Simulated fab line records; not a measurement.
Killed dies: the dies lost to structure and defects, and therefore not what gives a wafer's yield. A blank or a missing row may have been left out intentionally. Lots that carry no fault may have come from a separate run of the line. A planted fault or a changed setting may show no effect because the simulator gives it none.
Struck lot and sound lot, side by side :: flow n5-finfet :: 36 steps out of a route of 1938
Sound: wafers L973.3, L973.5, L973.6. Struck: wafer L966.2 (left out: L966.1, L966.6 of the same lot, which were not struck); the cause appears at the end.
At each step with rows: each side's tool, then ch and its chambers, then its first start. Under that, the readings that differ: sound wafers :: struck wafers :: difference of the means :: sigmas: that difference in standard deviations of wafers without a fault.
alike: same words and numbers on both sides, and readings whose means sit less than 2 such deviations apart. not compared: any withheld reading, any reading some wafer has no value for, any bound like >300 that may hide the same value, and any number with overlapping values for which the record gives no deviation.
Wherever a step has rows on one side only, a row that says differs or no value, or a row with sigmas, the two part there. Numbers that have no deviation but don't overlap get no sigmas and don't part them. A reading missing from all wafers of one side parts the sides only when that side holds two or more wafers.

first, 8 steps without rows for these wafers: N5_BEOL_M7_SPUTTER_48 (material Cu, target thk 10 nm, time 1.667 s); N5_BEOL_M7_ECD_50 (material Cu, target thk 300 nm); N5_BEOL_M7_ANNEAL_51 (time 90 s); N5_BEOL_M7_CMP_52 (polishes, stops on SiCOH lowk, t overpolish 6.9 s, target thk 80 nm); N5_BEOL_M7_PRE_CLEAN_55 (time 15 s); N5_BEOL_M7_DEP_56 (deposits SiCN from 3MS/NH3, target thk 10 nm, time 17.5 s); N5_BEOL_M8_ILD_DEP_00 (deposits SiCOH lowk from DEMS/porogen, target thk 179.75 nm, time 33.4 s); N5_BEOL_M8_CURE_74 (cures SiCOH lowk, time 240 s).
N5_BEOL_M8_PECVD_70: deposits SiO2 from TEOS/O2, target thk 20 nm, time 22.7 s.
  sound on pecvd-04 ch 1,2, day 15 23:31; struck on pecvd-01 ch 0, day 13 14:04
reading: susceptor-temp-C (C)
sound: 399.90 400.21 400.00
struck: 429.25
difference: +29.21
sigmas: +99 or more

reading: throttle-valve-pct (%)
sound: 21.5 21.6 21.7
struck: 23.7
difference: +2.1
sigmas: +2

reading: model.SiO2_of_BEOL_M8_PECVD_70.thk-nm (nm)
sound: 19.8 20.4 20.2
struck: 16
difference: -4
sigmas: 
  alike: chamber-pressure-Torr, heater-power-w, showerhead-plenum-p-Torr
then, 25 steps without rows for these wafers: N5_BEOL_M8_HM_DEP_02 (deposits TiN, target thk 20 nm); N5_BEOL_M8_COAT_59 (time 60 s, resist thk 100 nm); N5_BEOL_M8_COAT_60 (time 60 s, resist thk 35 nm); N5_BEOL_M8_COAT_05 (resist thk 90 nm); N5_BEOL_M8_EBR_07; N5_BEOL_M8_SOFTBAKE_06 (time 60 s); N5_BEOL_M8_EXPOSE_08 (exposes mask M8); N5_BEOL_M8_PEB_09 (peb time 60 s); N5_BEOL_M8_DEVELOP_10 (develop time 30 s); N5_BEOL_M8_DESCUM_16 (chemistry O2, time 7.9 s); N5_BEOL_M8_ETCH_61 (etches SiARC in CF4, target depth 45.5 nm, time 75.8 s); N5_BEOL_M8_ETCH_62 (etches SOC in N2/H2, target depth 110 nm, overetch 22 nm, time 165 s); N5_BEOL_M8_STRIP_68 (strips in N2/H2); N5_BEOL_M8_STRIP_67 (strips in CF4); N5_BEOL_M8_HM_OPEN_17 (chemistry Cl2/BCl3, target TiN, target depth 20 nm, overetch 6 nm); N5_BEOL_M8_STRIP_19 (strips in O2); N5_BEOL_M8_COAT_63 (time 60 s, resist thk 60 nm); N5_BEOL_M8_COAT_64 (time 60 s, resist thk 12 nm); N5_BEOL_M8_COAT_71 (time 60 s, resist thk 5 nm); N5_BEOL_M8_COAT_22 (resist thk 30 nm); N5_BEOL_M8_EBR_24; N5_BEOL_M8_SOFTBAKE_23 (time 60 s); N5_BEOL_M8_EXPOSE_25 (exposes mask V7, target cd 40 nm); N5_BEOL_M8_PEB_26 (peb time 60 s); N5_BEOL_M8_DEVELOP_27 (develop time 30 s).
N5_BEOL_M8_HM_STRIP_39: strips TiN in peroxide tin strip, target depth 25 nm, time 158 s.
  sound on wet-bench-01 ch 2,5,6, day 16 03:45; struck on wet-bench-04 ch 3, day 13 16:50
reading: model.SiO2_of_BEOL_M8_PECVD_70.thk-nm (nm)
sound: 19.6 20.2 20
struck: 15.8
difference: -4.1
sigmas: 
  alike: bath-heat-duty-pct, temp-c
N5_BEOL_M8_CMP_52: polishes, stops on SiCOH lowk, t overpolish 6.9 s, target thk 80 nm.
  sound on cmp-04 ch 1,2,3, day 16 05:43; struck on cmp-04 ch 3, day 13 20:17
reading: barrier-field-endpoint-s (s)
sound: 28.4 29.2 28.8
struck: 23.3
difference: -5.5
sigmas: -8
  alike: motor-current-A

== WHERE THEY PART ==
Last at N5_BEOL_M8_CMP_52 as far as this record goes, first at N5_BEOL_M8_PECVD_70.

WHY: what had been put in by the simulator
pecvd-01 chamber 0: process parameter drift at N5_BEOL_M8_PECVD_70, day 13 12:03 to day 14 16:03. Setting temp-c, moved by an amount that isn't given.
